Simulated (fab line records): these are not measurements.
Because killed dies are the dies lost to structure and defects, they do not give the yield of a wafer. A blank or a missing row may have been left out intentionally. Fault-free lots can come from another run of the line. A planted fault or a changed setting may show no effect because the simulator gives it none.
Chamber matching || flow n5 finfet || N5_MOL_CONTACT_COAG_ETCHBACK_135 on rie diel-01 has 4 sister chambers
The step etches SiO2 in CHF3, target depth 25 nm, time 16.7 s. 4 wafers are shown with their chamber, then 8 later ones without.

## WAFERS WITH THEIR CHAMBER
{"wafer": "L090.2", "chamber": 1, "showerhead plenum p Torr (Torr)": 2.43}
{"wafer": "L091.1", "chamber": 0, "showerhead plenum p Torr (Torr)": 2.25}
{"wafer": "L091.6", "chamber": 2, "showerhead plenum p Torr (Torr)": 2.36}
{"wafer": "L092.2", "chamber": 3, "showerhead plenum p Torr (Torr)": 2.47}

## WAFERS MISSING THEIR CHAMBER
{"wafer": "L092.4", "showerhead plenum p Torr (Torr)": 2.25}
{"wafer": "L092.5", "showerhead plenum p Torr (Torr)": 2.36}
{"wafer": "L097.1", "showerhead plenum p Torr (Torr)": 2.24}
{"wafer": "L097.2", "showerhead plenum p Torr (Torr)": 2.36}
{"wafer": "L097.3", "showerhead plenum p Torr (Torr)": 2.46}
{"wafer": "L097.4", "showerhead plenum p Torr (Torr)": 2.42}
{"wafer": "L097.5", "showerhead plenum p Torr (Torr)": 2.36}
{"wafer": "L097.6", "showerhead plenum p Torr (Torr)": 2.42}

## WHICH CHAMBER EACH WENT THROUGH
{"wafer": "L092.4", "from the rows above": 0, "in truth": 0}
{"wafer": "L092.5", "from the rows above": 2, "in truth": 2}
{"wafer": "L097.1", "from the rows above": 0, "in truth": 0}
{"wafer": "L097.2", "from the rows above": 2, "in truth": 2}
{"wafer": "L097.3", "from the rows above": 3, "in truth": 3}
{"wafer": "L097.4", "from the rows above": 1, "in truth": 1}
{"wafer": "L097.5", "from the rows above": 2, "in truth": 2}
{"wafer": "L097.6", "from the rows above": 1, "in truth": 1}
Placed correctly: 8 of 8. Number that these rows cannot place: 0. Placed wrongly: 0.
How it was worked out, from the rows above alone: a wafer's distance from a chamber is the root of the sum, over the readings, of the square of ((its reading less the chamber's mean) divided by the reading's scatter). The wafer belongs to the nearest chamber; if the next one is less than 2 further off, it can't be placed. A chamber's mean is the mean of its shown wafers. The scatter (one wafer shown for each chamber): square how far every hidden wafer sits from the nearest shown wafer, average those squares and take the square root.
